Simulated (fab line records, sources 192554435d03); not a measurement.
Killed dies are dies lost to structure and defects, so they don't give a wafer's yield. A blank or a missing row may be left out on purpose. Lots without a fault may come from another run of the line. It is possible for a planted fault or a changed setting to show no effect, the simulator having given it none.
Split-lot trial :: flow n5Finfet :: 21 wafers read across 7 lots, on a route 1938 steps long

## ABOUT THE SPLIT
At N5_MOL_CONTACT_COAG_CONTACT_ETCH_14 (etches SiO2 in C4F6/O2, target depth 27.5 nm, overetch 8.5 nm, time 20 s), the setting sourceW was moved away from the recipe's 370 W on 4 of the 21 wafers read, by -18.0% to +9.3%. For the rest of the wafers, this setting stayed at what the recipe calls for.

The reading is taken at the split's own step.

## THE READING
rfVppV, in V, at N5_MOL_CONTACT_COAG_CONTACT_ETCH_14 (etches SiO2 in C4F6/O2, target depth 27.5 nm, overetch 8.5 nm, time 20 s). On this fab line, fault-free wafers typically give 693.4 V with a standard deviation of 2.9 V.

wafer: L078.1
tool, chamber at the split: rieDiel-05, 2
sourceW as run, W: 370
against the recipe: recipe
rfVppV, V: 691.6
against lot-mates on the recipe: -

wafer: L078.2
tool, chamber at the split: rieDiel-05, 1
sourceW as run, W: 370
against the recipe: recipe
rfVppV, V: 691.9
against lot-mates on the recipe: -

wafer: L078.6
tool, chamber at the split: rieDiel-05, 3
sourceW as run, W: 398.8
against the recipe: +7.8%
rfVppV, V: 680.4
against lot-mates on the recipe: -11.4

wafer: L079.3
tool, chamber at the split: rieDiel-05, 2
sourceW as run, W: 370
against the recipe: recipe
rfVppV, V: 693.1
against lot-mates on the recipe: -

wafer: L079.4
tool, chamber at the split: rieDiel-05, 3
sourceW as run, W: 370
against the recipe: recipe
rfVppV, V: 692.0
against lot-mates on the recipe: -

wafer: L079.5
tool, chamber at the split: rieDiel-05, 1
sourceW as run, W: 370
against the recipe: recipe
rfVppV, V: 690.4
against lot-mates on the recipe: -

wafer: L087.3
tool, chamber at the split: rieDiel-05, 1
sourceW as run, W: 370
against the recipe: recipe
rfVppV, V: 692.6
against lot-mates on the recipe: -

wafer: L087.4
tool, chamber at the split: rieDiel-05, 2
sourceW as run, W: 370
against the recipe: recipe
rfVppV, V: 691.4
against lot-mates on the recipe: -

wafer: L087.6
tool, chamber at the split: rieDiel-05, 1
sourceW as run, W: 370
against the recipe: recipe
rfVppV, V: 690.4
against lot-mates on the recipe: -

wafer: L088.4
tool, chamber at the split: rieDiel-05, 1
sourceW as run, W: 370
against the recipe: recipe
rfVppV, V: 691.9
against lot-mates on the recipe: -

wafer: L088.5
tool, chamber at the split: rieDiel-05, 3
sourceW as run, W: 370
against the recipe: recipe
rfVppV, V: 692.4
against lot-mates on the recipe: -

wafer: L088.6
tool, chamber at the split: rieDiel-05, 2
sourceW as run, W: 370
against the recipe: recipe
rfVppV, V: 691.6
against lot-mates on the recipe: -

wafer: L091.1
tool, chamber at the split: rieDiel-03, 2
sourceW as run, W: 370
against the recipe: recipe
rfVppV, V: 694.9
against lot-mates on the recipe: -

wafer: L091.3
tool, chamber at the split: rieDiel-03, 0
sourceW as run, W: 370
against the recipe: recipe
rfVppV, V: 691.1
against lot-mates on the recipe: -

wafer: L091.4
tool, chamber at the split: rieDiel-03, 3
sourceW as run, W: 303.4
against the recipe: -18.0%
rfVppV, V: 730.8
against lot-mates on the recipe: +37.8

wafer: L093.1
tool, chamber at the split: rieDiel-05, 0
sourceW as run, W: 404.4
against the recipe: +9.3%
rfVppV, V: 678.0
against lot-mates on the recipe: -13.8

wafer: L093.3
tool, chamber at the split: rieDiel-05, 3
sourceW as run, W: 404.4
against the recipe: +9.3%
rfVppV, V: 676.6
against lot-mates on the recipe: -15.2

wafer: L093.4
tool, chamber at the split: rieDiel-05, 3
sourceW as run, W: 370
against the recipe: recipe
rfVppV, V: 691.8
against lot-mates on the recipe: -

wafer: L097.2
tool, chamber at the split: rieDiel-05, 2
sourceW as run, W: 370
against the recipe: recipe
rfVppV, V: 691.8
against lot-mates on the recipe: -

wafer: L097.4
tool, chamber at the split: rieDiel-05, 3
sourceW as run, W: 370
against the recipe: recipe
rfVppV, V: 692.5
against lot-mates on the recipe: -

wafer: L097.5
tool, chamber at the split: rieDiel-05, 1
sourceW as run, W: 370
against the recipe: recipe
rfVppV, V: 690.8
against lot-mates on the recipe: -

THE FIT
A straight line over all 21 wafers: rfVppV changes by -1.91 V for each +1% of sourceW; r = -0.99; the points scatter about the line by 1.8 V.
The same after taking each lot's own level away (the mean of its wafers on the recipe; 21 wafers): -1.87 V for each +1%; r = -0.99; scatter 1.7 V.
The reading moves by 34 V for the largest change in sourceW, on that fit.
Across the lots, their own levels run from 691.47 to 693.00 V, a range of 0.5 times the standard deviation given above.
The two slopes agree, so the slope changes little with the lot-to-lot level.
Check: for one of the wafers moved furthest among these (-18.0%), held out of the fit, the line's prediction against its lot-mates is +27.6 V. Against them it came out at +37.8 V.
Tool readings at the split's step, against how far the setting was moved: rfVppV r = -0.99.

## OTHER SPLITS APPLIED TO THESE WAFERS
Note: prior to the reading, these wafers also went through further splits. Each is held against what the fit with the lots' levels taken away leaves over:
other split on the same wafers: N5_HKMG_FIN_ETCH_31 biasW
wafers away from the commonest value: 7
r with rfVppV (lot level and that fit taken away): -0.11

## THE FILE'S OWN FIT
rfVppV changes by -1.92 V for each +1% of sourceW, r = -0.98.
